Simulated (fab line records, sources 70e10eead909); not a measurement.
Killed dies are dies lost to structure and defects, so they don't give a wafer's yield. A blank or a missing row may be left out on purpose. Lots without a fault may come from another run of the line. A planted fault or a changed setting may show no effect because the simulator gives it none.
A struck lot beside a sound one | flow nand_harc | 41 steps out of a route of 1302
Sound: wafers L761.4, L761.5, L761.6. Struck: wafer L773.2. (L773.4, L773.6 of the same lot were not struck and are left out.) The cause comes at the end.
At each step with rows: each side's tool, then ch and its chambers, then its first start. Under that, the readings that differ: sound wafers | struck wafers | difference of the means | sigmas: that difference in standard deviations of wafers without a fault.
alike: readings whose means differ by less than 2 such deviations, and words and numbers that are the same on both sides. not compared: withheld readings, readings that some wafer has no value for, bounds like >300 that may hide the same value, and numbers for which the record gives no deviation and whose values overlap.
The two part at a step that has a row with sigmas, a row that says differs or no value, or rows on one side only. Numbers that don't overlap but have no deviation are shown without sigmas and don't part them. A reading that every wafer of one side lacks parts them only if that side has two wafers or more.

first, 1 step without rows for these wafers: NHARC_P_STI_HARDBAKE_13 (time 65 s).
NHARC_P_STI_DESCUM_14: chemistry O2, time 3 s.
  sound on rie_diel-13 ch 0,2,3, day 5 06:20; struck on rie_diel-08 ch 0, day 10 07:30
  alike: drypump_motor_current_A, oes_product_au, rf_vpp_V, showerhead_plenum_p_Torr, throttle_valve_pct
  not compared: rf_hours_counter_h
NHARC_P_STI_ETCH_42: etches the open film in N2/H2, target depth 80 nm, overetch 24 nm, time 61 s.
  sound on rie_diel-13 ch 0,1,3, day 5 06:25; struck on rie_diel-08 ch 3, day 10 07:34
  alike: drypump_motor_current_A, n2_flow_sccm, oes_product_au, rf_vpp_V, showerhead_plenum_p_Torr, throttle_valve_pct
  not compared: rf_hours_counter_h
NHARC_P_STI_ETCH_31: etches the open film in CF4/CHF3, target depth 108.9 nm, time 54.5 s.
  sound on rie_diel-13 ch 2,3; struck on rie_diel-08 ch 2
  alike: chf3_flow_sccm, drypump_motor_current_A, oes_product_au, rf_vpp_V, showerhead_plenum_p_Torr, throttle_valve_pct
  not compared: rf_hours_counter_h
NHARC_P_STI_ETCH_15: etches the open film in HBr/Cl2, target depth 300 nm, time 100.1 s.
  sound on rie_si-06 ch 1,2,3, day 5 06:38; struck on rie_si-01 ch 1, day 10 07:47
  reading                     | sound                | struck | difference | sigmas
  drypump_motor_current_A (A) | 5.4 5.6 4.8          | 6.4    | +1.1       | +2
  throttle_valve_pct (%)      | 26.404 26.402 26.378 | 26.414 | +0.019     | +2
  alike: he_backside_leak_sccm, oes_product_au
  not compared: rf_hours_counter_h
NHARC_P_STI_CD_MEAS_16:
  sound on cd_sem-03, day 5 06:46; struck on cd_sem-03, day 10 07:55
  reading    | sound             | struck | difference | sigmas
  cd_nm (nm) | 195.8 199.2 200.2 | 203.8  | +5.4       | +3
NHARC_P_STI_OCD_MEAS_17:
  sound on ocd-02, day 5 06:50; struck on ocd-02, day 10 08:01
  alike: trench_depth_nm, trench_foot_cd_nm
then, 3 steps without rows for these wafers: NHARC_P_STI_STRIP_19 (strips in SPM, time 900 s); NHARC_P_STI_PRECLEAN_32 (cleans in SC1); NHARC_P_STI_SRD_23.
NHARC_P_STI_OCD_MEAS_43:
  sound on ocd-01, day 5 07:21; struck on ocd-01, day 10 08:32
  alike: trench_depth_nm, trench_foot_cd_nm
then, 1 step without rows for these wafers: NHARC_P_STI_OXIDE_33 (material SiO2, target thk 10 nm, ox time 281 s).
NHARC_P_STI_HDPCVD_20: deposits SiO2.
  sound on hdpcvd-01 ch 0,1, day 5 15:58; struck on hdpcvd-01 ch 0,1, day 10 17:35
then, 21 steps without rows for these wafers: NHARC_P_STI_ANNEAL_34 (time 1800 s); NHARC_P_STI_CMP_21 (polishes, t overpolish 20 s, target thk 380.67 nm); NHARC_P_STI_SRD_35; NHARC_P_STI_ETCH_36 (etches SiO2 in dHF, target depth 38.8 nm); NHARC_P_STI_STRIP_24 (strips Si3N4 in H3PO4); NHARC_P_STI_ETCH_37 (etches SiO2 in dHF, target depth 11 nm); NHARC_P_STI_PRECLEAN_38 (cleans in SC1); NHARC_P_STI_SRD_39; NHARC_P_STI_OXIDE_40 (material SiO2, target thk 10 nm, ox time 1362 s); NHARC_P_GATE_ETCH_69 (etches SiO2 in dHF, target depth 14 nm); NHARC_P_GATE_PRECLEAN_70 (cleans in SC1); NHARC_P_GATE_SRD_01; NHARC_P_GATE_OXIDE_02 (material SiO2, target thk 37.5 nm, ox time 365 s); NHARC_P_GATE_DEHYDRATE_03 (time 120 s); NHARC_P_GATE_HMDS_04 (time 30 s); NHARC_P_GATE_COAT_05; NHARC_P_GATE_SOFTBAKE_06 (time 95 s); NHARC_P_GATE_EBR_07; NHARC_P_GATE_EXPOSE_08 (exposes mask P HV); NHARC_P_GATE_PEB_09 (peb time 85 s); NHARC_P_GATE_DEVELOP_10 (time 70 s).
NHARC_P_GATE_CD_MEAS_11: target cd 1640 nm.
  sound on cd_sem-01 ch 0, day 6 18:40; struck on cd_sem-02 ch 0, day 11 18:59
  alike: cd_nm
then, 1 step without rows for these wafers: NHARC_P_GATE_HARDBAKE_12 (time 80 s).
NHARC_P_GATE_DESCUM_13: chemistry O2, time 3 s.
  sound on rie_diel-04 ch 2,3, day 6 18:49; struck on rie_diel-04 ch 2, day 11 19:08
  alike: drypump_motor_current_A, oes_product_au, rf_vpp_V, showerhead_plenum_p_Torr, throttle_valve_pct
  not compared: rf_hours_counter_h
then, 3 steps without rows for these wafers: NHARC_P_GATE_ETCH_14 (etches SiO2 in dHF, target depth 48.8 nm); NHARC_P_GATE_STRIP_15 (strips in SPM, time 780 s); NHARC_P_GATE_PRECLEAN_71 (cleans in SC1).
-- the record jumps here: 20 days lie between the struck wafers' starts before and after (it left off in module P_GATE and takes up again in module END, whose first step shown is number 1302 of the route) --
NHARC_END_SORT_01:
  sound on prober-02 ch 0, day 26 11:40; struck on prober-02 ch 0, day 31 21:20
  alike: killed_at_array, killed_at_other, killed_at_periphery, killed_dies, killed_open, killed_short

WHERE THEY PART
First at NHARC_P_STI_ETCH_15; last, within this record, at NHARC_P_STI_CD_MEAS_16. Later steps at which nothing parts them and some readings are alike: NHARC_P_STI_OCD_MEAS_17, NHARC_P_STI_OCD_MEAS_43, NHARC_P_GATE_CD_MEAS_11, NHARC_P_GATE_DESCUM_13, NHARC_END_SORT_01.

WHY: what the simulator had put in
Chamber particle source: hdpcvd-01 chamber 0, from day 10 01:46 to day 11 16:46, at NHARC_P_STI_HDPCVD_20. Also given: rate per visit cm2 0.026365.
